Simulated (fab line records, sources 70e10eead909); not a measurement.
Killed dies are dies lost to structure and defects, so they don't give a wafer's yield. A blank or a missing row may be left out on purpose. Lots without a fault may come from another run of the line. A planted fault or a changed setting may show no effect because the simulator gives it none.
Which tool did it? | flow nand_harc | 18 lots, 54 wafers sampled, at 6 steps of a route of 1302

WHAT THE GAUGES READ, wafer by wafer
The record holds no reading of a measuring or inspecting step that can be judged against a usual standard deviation.

WHICH TOOL RAN EACH LOT (tool, then ch and the chambers of the sampled wafers, then the start)
lot  | NHARC_A_STAIRCASE_TRIM_222                    | NHARC_A_STAIRCASE_TRIM_224                    | NHARC_A_STAIRCASE_TRIM_226                    | NHARC_A_STAIRCASE_TRIM_229         | NHARC_A_STAIRCASE_STRIP_295                   | NHARC_A_STAIRCASE_STRIP_476
L074 | rie_diel-06 ch 0,1,2, day 16 16:32 or earlier | rie_diel-06 ch 0,1, day 16 16:32 or earlier   | rie_diel-06 ch 0,3, day 16 16:32 or earlier   | rie_diel-13 ch 0,2,3, day 16 16:32 | rie_diel-01 ch 0,1,3, day 17 19:59 or earlier | rie_diel-06 ch 0,1,3, day 17 19:59
L076 | rie_diel-06 ch 0,1,3, day 17 02:47 or earlier | rie_diel-06 ch 0,1,2, day 17 02:47 or earlier | rie_diel-06 ch 0,2,3, day 17 02:47 or earlier | rie_diel-06 ch 0,1,2, day 17 02:47 | rie_diel-01 ch 0,1,3, day 18 06:02 or earlier | rie_diel-06 ch 1,2,3, day 18 06:02
L077 | rie_diel-13 ch 0,2,3, day 17 03:27 or earlier | rie_diel-13 ch 0,2,3, day 17 03:27 or earlier | rie_diel-13 ch 0,2,3, day 17 03:27 or earlier | rie_diel-13 ch 1,2, day 17 03:27   | rie_diel-13 ch 0,1, day 18 06:13 or earlier   | rie_diel-01 ch 1,2,3, day 18 06:13
L075 | rie_diel-06 ch 0,3, day 17 03:43 or earlier   | rie_diel-06 ch 2,3, day 17 03:43 or earlier   | rie_diel-06 ch 2,3, day 17 03:43 or earlier   | rie_diel-13 ch 1,2,3, day 17 03:43 | rie_diel-01 ch 2,3, day 18 07:05 or earlier   | rie_diel-01 ch 0,2,3, day 18 07:05
L078 | rie_diel-06 ch 1,2,3, day 17 15:14 or earlier | rie_diel-06 ch 0,1,2, day 17 15:14 or earlier | rie_diel-06 ch 0,2,3, day 17 15:14 or earlier | rie_diel-06 ch 0,2,3, day 17 15:14 | rie_diel-13 ch 0,2,3, day 18 17:03 or earlier | rie_diel-01 ch 0,1,3, day 18 17:03
L079 | rie_diel-01 ch 0,2,3, day 18 00:08 or earlier | rie_diel-01 ch 0,1,2, day 18 00:08 or earlier | rie_diel-01 ch 0,1,3, day 18 00:08 or earlier | rie_diel-01 ch 0,1,3, day 18 00:08 | rie_diel-13 ch 1,2,3, day 19 01:20 or earlier | rie_diel-13 ch 0,1,3, day 19 01:20
L080 | rie_diel-01 ch 0,1,3, day 18 14:51 or earlier | rie_diel-01 ch 0,1,2, day 18 14:51 or earlier | rie_diel-01 ch 0,1,3, day 18 14:51 or earlier | rie_diel-01 ch 1,2, day 18 14:51   | rie_diel-01 ch 1,2, day 19 14:43 or earlier   | rie_diel-01 ch 0,1,3, day 19 14:43
L082 | rie_diel-13 ch 2,3, day 19 03:36 or earlier   | rie_diel-13 ch 0,1,3, day 19 03:36 or earlier | rie_diel-13 ch 0,3, day 19 03:36 or earlier   | rie_diel-06 ch 0,3, day 19 03:36   | rie_diel-06 ch 1,2,3, day 20 08:07 or earlier | rie_diel-01 ch 1,2,3, day 20 08:07
L083 | rie_diel-01 ch 0,3, day 19 13:05 or earlier   | rie_diel-01 ch 1,3, day 19 13:05 or earlier   | rie_diel-01 ch 0,3, day 19 13:05 or earlier   | rie_diel-01 ch 1,3, day 19 13:05   | rie_diel-01 ch 0,2,3, day 20 14:28 or earlier | rie_diel-13 ch 0,2,3, day 20 14:28
L084 | rie_diel-13 ch 0,2,3, day 20 09:17 or earlier | rie_diel-13 ch 0,2, day 20 09:17 or earlier   | rie_diel-13 ch 1,2,3, day 20 09:17 or earlier | rie_diel-13 ch 2,3, day 20 09:17   | rie_diel-13 ch 2,3, day 21 16:46 or earlier   | rie_diel-01 ch 1,2,3, day 21 16:46
L085 | rie_diel-06 ch 1,2,3, day 20 09:53 or earlier | rie_diel-06 ch 0,1,2, day 20 09:53 or earlier | rie_diel-06 ch 0,1,3, day 20 09:53 or earlier | rie_diel-06 ch 0,1,2, day 20 09:53 | rie_diel-01 ch 0,1,2, day 21 16:49 or earlier | rie_diel-06 ch 0,1, day 21 16:49
L086 | rie_diel-06 ch 1,2, day 20 23:43 or earlier   | rie_diel-06 ch 0,1, day 20 23:43 or earlier   | rie_diel-06 ch 0,1,3, day 20 23:43 or earlier | rie_diel-01 ch 1,2,3, day 20 23:43 | rie_diel-01 ch 1,2,3, day 22 01:20 or earlier | rie_diel-06 ch 0,3, day 22 01:20
L087 | rie_diel-13 ch 1,2,3, day 21 06:58 or earlier | rie_diel-13 ch 0,2,3, day 21 06:58 or earlier | rie_diel-13 ch 0,1,3, day 21 06:58 or earlier | rie_diel-01 ch 0,1, day 21 06:58   | rie_diel-06 ch 0,1, day 22 05:56 or earlier   | rie_diel-01 ch 0,2, day 22 05:56
L088 | rie_diel-13 ch 2,3, day 22 02:55 or earlier   | rie_diel-13 ch 1,2,3, day 22 02:55 or earlier | rie_diel-13 ch 0,2,3, day 22 02:55 or earlier | rie_diel-13 ch 0,2,3, day 22 02:55 | rie_diel-01 ch 0,3, day 23 02:22 or earlier   | rie_diel-13 ch 1,2, day 23 02:22
L090 | rie_diel-01 ch 0,1,2, day 22 18:25 or earlier | rie_diel-01 ch 0,3, day 22 18:25 or earlier   | rie_diel-01 ch 1,3, day 22 18:25 or earlier   | rie_diel-06 ch 0,1, day 22 18:25   | rie_diel-01 ch 0,1,3, day 23 20:16 or earlier | rie_diel-06 ch 2,3, day 23 20:16
L091 | rie_diel-01 ch 0,1,2, day 22 20:43 or earlier | rie_diel-01 ch 1,3, day 22 20:43 or earlier   | rie_diel-01 ch 0,1,3, day 22 20:43 or earlier | rie_diel-06 ch 0,2, day 22 20:43   | rie_diel-01 ch 0,1,2, day 24 02:13 or earlier | rie_diel-01 ch 0,1,3, day 24 02:13
L094 | rie_diel-06 ch 1,2,3, day 24 21:46 or earlier | rie_diel-06 ch 0,1,3, day 24 21:46 or earlier | rie_diel-06 ch 0,2,3, day 24 21:46 or earlier | rie_diel-01 ch 0,2,3, day 24 21:46 | rie_diel-13 ch 0,1,3, day 25 23:06 or earlier | rie_diel-13 ch 1,2,3, day 25 23:06
L096 | rie_diel-01 ch 0,2,3, day 25 11:07 or earlier | rie_diel-01 ch 0,1,2, day 25 11:07 or earlier | rie_diel-01 ch 0,1,3, day 25 11:07 or earlier | rie_diel-13 ch 0,1,2, day 25 11:07 | rie_diel-01 ch 1,2,3, day 26 11:23 or earlier | rie_diel-06 ch 0,1,3, day 26 11:23
- NHARC_A_STAIRCASE_TRIM_222: chemistry O2, time 211.2 s.
- NHARC_A_STAIRCASE_TRIM_224: chemistry O2, time 211.2 s.
- NHARC_A_STAIRCASE_TRIM_226: chemistry O2, time 211.2 s.
- NHARC_A_STAIRCASE_TRIM_229: chemistry O2, time 211.2 s.
- NHARC_A_STAIRCASE_STRIP_295: strips in O2.
- NHARC_A_STAIRCASE_STRIP_476: strips in O2, time 20 s.

WHAT THE TOOLS THEMSELVES READ (means of the sampled wafers that have a number; where no wafer has one, the mark that the record gives instead)
NHARC_A_STAIRCASE_TRIM_222.
lot  | tool        | drypump_motor_current_A (A) | mfc_ar_sccm (sccm) | oes_product_au (a.u.) | rf_vpp_V (V) | showerhead_plenum_p_Torr (Torr) | throttle_valve_pct (%)
L074 | rie_diel-06 | 5.9                         | 0.019              | 1.001                 | 57.7         | 3.45                            | 17.037
L076 | rie_diel-06 | 5.9                         | 0.022              | 1.005                 | 57.4         | 3.45                            | 17.033
L077 | rie_diel-13 | 6.0                         | 0.008              | 1.006                 | 57.5         | 3.69                            | 17.036
L075 | rie_diel-06 | 5.8                         | 0.017              | 1.005                 | 57.4         | 3.48                            | 17.037
L078 | rie_diel-06 | 5.5                         | 0.010              | 1.005                 | 57.7         | 3.36                            | 17.033
L079 | rie_diel-01 | 5.9                         | 0.017              | 0.994                 | 58.0         | 3.63                            | 17.036
L080 | rie_diel-01 | 5.9                         | 0.017              | 0.998                 | 57.4         | 3.49                            | 17.033
L082 | rie_diel-13 | 6.3                         | 0.009              | 1.011                 | 57.4         | 3.63                            | 17.032
L083 | rie_diel-01 | 5.8                         | 0.030              | 0.993                 | 58.7         | 3.64                            | 17.046
L084 | rie_diel-13 | 6.0                         | 0.008              | 1.001                 | 59.0         | 3.67                            | 17.035
L085 | rie_diel-06 | 5.5                         | 0.010              | 1.004                 | 57.7         | 3.35                            | 17.051
L086 | rie_diel-06 | 5.8                         | 0.015              | 0.998                 | 57.2         | 3.32                            | 17.037
L087 | rie_diel-13 | 6.1                         | 0.004              | 0.995                 | 57.9         | 3.55                            | 17.040
L088 | rie_diel-13 | 6.2                         | 0.009              | 1.006                 | 58.3         | 3.62                            | 17.041
L090 | rie_diel-01 | 5.6                         | 0.013              | 0.995                 | 58.8         | 3.58                            | 17.042
L091 | rie_diel-01 | 5.6                         | 0.013              | 0.994                 | 57.7         | 3.58                            | 17.033
L094 | rie_diel-06 | 5.5                         | 0.010              | 1.007                 | 58.0         | 3.50                            | 17.044
L096 | rie_diel-01 | 5.9                         | 0.017              | 0.989                 | 58.1         | 3.60                            | 17.030

NHARC_A_STAIRCASE_TRIM_224.
lot  | tool        | drypump_motor_current_A (A) | mfc_ar_sccm (sccm) | oes_product_au (a.u.) | rf_vpp_V (V) | showerhead_plenum_p_Torr (Torr) | throttle_valve_pct (%)
L074 | rie_diel-06 | 6.3                         | 0.031              | 1.006                 | 59.9         | 3.53                            | 17.028
L076 | rie_diel-06 | 5.9                         | 0.019              | 0.996                 | 57.0         | 3.45                            | 17.030
L077 | rie_diel-13 | 6.0                         | 0.008              | 1.000                 | 58.0         | 3.69                            | 17.039
L075 | rie_diel-06 | 5.4                         | 0.005              | 1.013                 | 57.0         | 3.40                            | 17.037
L078 | rie_diel-06 | 5.9                         | 0.019              | 1.007                 | 57.1         | 3.44                            | 17.029
L079 | rie_diel-01 | 5.6                         | 0.013              | 1.007                 | 57.4         | 3.60                            | 17.038
L080 | rie_diel-01 | 5.6                         | 0.013              | 1.000                 | 57.7         | 3.59                            | 17.041
L082 | rie_diel-13 | 5.8                         | 0.008              | 1.000                 | 57.6         | 3.61                            | 17.036
L083 | rie_diel-01 | 5.9                         | 0.004              | 1.000                 | 57.5         | 3.33                            | 17.039
L084 | rie_diel-13 | 5.7                         | 0.007              | 1.008                 | 58.0         | 3.72                            | 17.033
L085 | rie_diel-06 | 5.9                         | 0.019              | 0.998                 | 56.9         | 3.43                            | 17.033
L086 | rie_diel-06 | 6.3                         | 0.031              | 1.006                 | 57.4         | 3.51                            | 17.039
L087 | rie_diel-13 | 6.0                         | 0.008              | 1.001                 | 58.0         | 3.67                            | 17.032
L088 | rie_diel-13 | 6.1                         | 0.004              | 1.000                 | 57.8         | 3.55                            | 17.031
L090 | rie_diel-01 | 6.2                         | 0.022              | 0.993                 | 57.1         | 3.50                            | 17.042
L091 | rie_diel-01 | 5.9                         | 0.004              | 0.996                 | 56.9         | 3.32                            | 17.038
L094 | rie_diel-06 | 5.9                         | 0.022              | 1.002                 | 57.1         | 3.59                            | 17.035
L096 | rie_diel-01 | 5.6                         | 0.013              | 0.999                 | 59.0         | 3.75                            | 17.036

NHARC_A_STAIRCASE_TRIM_226.
lot  | tool        | drypump_motor_current_A (A) | mfc_ar_sccm (sccm) | oes_product_au (a.u.) | rf_vpp_V (V) | showerhead_plenum_p_Torr (Torr) | throttle_valve_pct (%)
L074 | rie_diel-06 | 5.8                         | 0.017              | 1.004                 | 57.3         | 3.48                            | 17.040
L076 | rie_diel-06 | 5.7                         | 0.014              | 1.011                 | 58.2         | 3.48                            | 17.034
L077 | rie_diel-13 | 6.0                         | 0.008              | 1.004                 | 58.2         | 3.69                            | 17.036
L075 | rie_diel-06 | 5.4                         | 0.005              | 1.014                 | 57.6         | 3.40                            | 17.037
L078 | rie_diel-06 | 5.7                         | 0.014              | 1.018                 | 57.5         | 3.47                            | 17.042
L079 | rie_diel-01 | 5.9                         | 0.017              | 0.998                 | 57.2         | 3.49                            | 17.035
L080 | rie_diel-01 | 5.8                         | 0.017              | 0.997                 | 58.4         | 3.49                            | 17.027
L082 | rie_diel-13 | 5.7                         | 0.011              | 1.004                 | 57.8         | 3.74                            | 17.039
L083 | rie_diel-01 | 5.8                         | 0.030              | 0.996                 | 58.3         | 3.64                            | 17.029
L084 | rie_diel-13 | 6.1                         | 0.004              | 1.006                 | 57.5         | 3.55                            | 17.033
L085 | rie_diel-06 | 6.0                         | 0.022              | 1.007                 | 57.7         | 3.43                            | 17.039
L086 | rie_diel-06 | 5.9                         | 0.022              | 1.004                 | 57.7         | 3.43                            | 17.034
L087 | rie_diel-13 | 5.8                         | 0.008              | 1.002                 | 58.7         | 3.60                            | 17.037
L088 | rie_diel-13 | 6.0                         | 0.008              | 1.003                 | 58.7         | 3.67                            | 17.034
L090 | rie_diel-01 | 5.9                         | 0.004              | 0.993                 | 56.3         | 3.32                            | 17.031
L091 | rie_diel-01 | 5.9                         | 0.017              | 0.992                 | 58.2         | 3.47                            | 17.036
L094 | rie_diel-06 | 5.7                         | 0.014              | 1.002                 | 57.3         | 3.44                            | 17.032
L096 | rie_diel-01 | 5.9                         | 0.017              | 0.995                 | 57.7         | 3.64                            | 17.047

NHARC_A_STAIRCASE_TRIM_229.
lot  | tool        | drypump_motor_current_A (A) | mfc_ar_sccm (sccm) | oes_product_au (a.u.) | rf_vpp_V (V) | showerhead_plenum_p_Torr (Torr) | throttle_valve_pct (%)
L074 | rie_diel-13 | 6.0                         | 0.008              | 1.002                 | 58.7         | 3.69                            | 17.036
L076 | rie_diel-06 | 5.9                         | 0.019              | 1.000                 | 58.7         | 3.45                            | 17.043
L077 | rie_diel-13 | 6.0                         | 0.000              | 1.001                 | 56.9         | 3.56                            | 17.032
L075 | rie_diel-13 | 6.0                         | 0.004              | 1.006                 | 57.5         | 3.57                            | 17.037
L078 | rie_diel-06 | 5.7                         | 0.014              | 1.008                 | 57.8         | 3.47                            | 17.032
L079 | rie_diel-01 | 5.8                         | 0.017              | 1.006                 | 58.3         | 3.49                            | 17.037
L080 | rie_diel-01 | 5.7                         | 0.000              | 0.993                 | 57.7         | 3.44                            | 17.029
L082 | rie_diel-06 | 5.8                         | 0.017              | 1.020                 | 57.2         | 3.47                            | 17.036
L083 | rie_diel-01 | 5.9                         | 0.004              | 1.006                 | 56.8         | 3.33                            | 17.039
L084 | rie_diel-13 | 6.2                         | 0.004              | 0.999                 | 57.3         | 3.62                            | 17.037
L085 | rie_diel-06 | 5.9                         | 0.019              | 1.002                 | 58.0         | 3.43                            | 17.041
L086 | rie_diel-01 | 6.0                         | 0.004              | 1.007                 | 57.9         | 3.46                            | 17.040
L087 | rie_diel-01 | 5.5                         | 0.013              | 0.998                 | 57.5         | 3.45                            | 17.035
L088 | rie_diel-13 | 6.0                         | 0.008              | 0.996                 | 58.2         | 3.67                            | 17.043
L090 | rie_diel-06 | 6.3                         | 0.031              | 1.011                 | 58.5         | 3.67                            | 17.037
L091 | rie_diel-06 | 6.1                         | 0.024              | 1.008                 | 58.0         | 3.53                            | 17.033
L094 | rie_diel-01 | 5.9                         | 0.017              | 0.995                 | 58.0         | 3.61                            | 17.036
L096 | rie_diel-13 | 5.7                         | 0.003              | 0.998                 | 56.7         | 3.58                            | 17.044

NHARC_A_STAIRCASE_STRIP_295.
lot  | tool        | drypump_motor_current_A (A) | mfc_ar_sccm (sccm) | oes_product_au (a.u.) | rf_vpp_V (V) | showerhead_plenum_p_Torr (Torr) | throttle_valve_pct (%)
L074 | rie_diel-01 | 5.8                         | 0.017              | 1.000                 | 58.0         | 3.50                            | 17.046
L076 | rie_diel-01 | 5.8                         | 0.017              | 1.004                 | 56.7         | 3.49                            | 17.032
L077 | rie_diel-13 | 5.5                         | 0.007              | 0.994                 | 57.9         | 3.67                            | 17.037
L075 | rie_diel-01 | 6.3                         | 0.009              | 1.001                 | 58.1         | 3.51                            | 17.035
L078 | rie_diel-13 | 5.9                         | 0.008              | 1.015                 | 58.2         | 3.68                            | 17.030
L079 | rie_diel-13 | 6.0                         | 0.004              | 0.997                 | 58.5         | 3.56                            | 17.031
L080 | rie_diel-01 | 5.7                         | 0.000              | 0.996                 | 58.4         | 3.57                            | 17.041
L082 | rie_diel-06 | 5.5                         | 0.010              | 1.002                 | 56.7         | 3.35                            | 17.037
L083 | rie_diel-01 | 5.9                         | 0.017              | 1.000                 | 57.8         | 3.62                            | 17.036
L084 | rie_diel-13 | 6.3                         | 0.009              | 1.003                 | 59.0         | 3.62                            | 17.045
L085 | rie_diel-01 | 5.5                         | 0.013              | 0.998                 | 58.1         | 3.58                            | 17.037
L086 | rie_diel-01 | 6.0                         | 0.004              | 0.991                 | 57.7         | 3.46                            | 17.036
L087 | rie_diel-06 | 6.3                         | 0.031              | 1.011                 | 58.4         | 3.68                            | 17.035
L088 | rie_diel-01 | 5.7                         | 0.030              | 0.993                 | 58.1         | 3.63                            | 17.043
L090 | rie_diel-01 | 5.9                         | 0.017              | 1.000                 | 58.1         | 3.47                            | 17.041
L091 | rie_diel-01 | 5.6                         | 0.013              | 0.994                 | 57.2         | 3.57                            | 17.031
L094 | rie_diel-13 | 5.7                         | 0.008              | 0.994                 | 58.1         | 3.58                            | 17.037
L096 | rie_diel-01 | 6.0                         | 0.004              | 0.996                 | 57.3         | 3.62                            | 17.037

NHARC_A_STAIRCASE_STRIP_476.
lot  | tool        | drypump_motor_current_A (A) | mfc_ar_sccm (sccm) | oes_product_au (a.u.) | rf_vpp_V (V) | showerhead_plenum_p_Torr (Torr) | throttle_valve_pct (%)
L074 | rie_diel-06 | 5.9                         | 0.022              | 1.011                 | 57.7         | 3.44                            | 17.046
L076 | rie_diel-06 | 5.6                         | 0.010              | 1.007                 | 57.3         | 3.36                            | 17.042
L077 | rie_diel-01 | 6.0                         | 0.004              | 0.999                 | 58.3         | 3.47                            | 17.036
L075 | rie_diel-01 | 5.9                         | 0.017              | 0.999                 | 57.9         | 3.63                            | 17.034
L078 | rie_diel-01 | 5.8                         | 0.017              | 1.000                 | 57.3         | 3.49                            | 17.030
L079 | rie_diel-13 | 5.8                         | 0.008              | 1.001                 | 57.5         | 3.61                            | 17.041
L080 | rie_diel-01 | 5.8                         | 0.017              | 1.001                 | 57.5         | 3.49                            | 17.046
L082 | rie_diel-01 | 6.0                         | 0.004              | 0.988                 | 57.7         | 3.47                            | 17.027
L083 | rie_diel-13 | 6.0                         | 0.008              | 1.003                 | 58.4         | 3.67                            | 17.037
L084 | rie_diel-01 | 6.0                         | 0.004              | 0.990                 | 57.9         | 3.46                            | 17.040
L085 | rie_diel-06 | 6.1                         | 0.027              | 0.999                 | 58.1         | 3.75                            | 17.032
L086 | rie_diel-06 | 5.8                         | 0.017              | 1.023                 | 58.1         | 3.46                            | 17.027
L087 | rie_diel-01 | 5.7                         | 0.013              | 0.984                 | 58.7         | 3.72                            | 17.041
L088 | rie_diel-13 | 5.8                         | 0.000              | 0.997                 | 56.8         | 3.46                            | 17.039
L090 | rie_diel-06 | 5.3                         | 0.002              | 1.007                 | 56.5         | 3.36                            | 17.032
L091 | rie_diel-01 | 5.8                         | 0.017              | 0.996                 | 57.8         | 3.47                            | 17.040
L094 | rie_diel-13 | 6.0                         | 0.004              | 1.007                 | 57.7         | 3.53                            | 17.040
L096 | rie_diel-06 | 5.9                         | 0.022              | 1.012                 | 57.8         | 3.58                            | 17.039

THE ANSWER, worked out from the rows above alone
Rule: what is usual is taken from the lots themselves. Put in order of their means at a reading, lots are off if they are a third of the lots or fewer, leave a main group of 4 or more, and stand apart from it by a gap of 3 or more times the standard deviation of the main group's means; of several such gaps the widest counts. A main group whose means are all the same, to the digits that the tables above print for the reading, isn't used. A lot without any number at a reading at which 4 lots or more have one is off too. The other lots that the step has rows for count as sound. The gauges are gone through in route order, then the tools' own readings, and for those a lot's mean is taken as printed above. The first step at which some lot is off is used, and at that step the reading that is off furthest; a lot without a number counts as furthest.
No lot is off at any reading shown: from this, nothing can be told.

WHAT THE SIMULATOR HAD PUT IN
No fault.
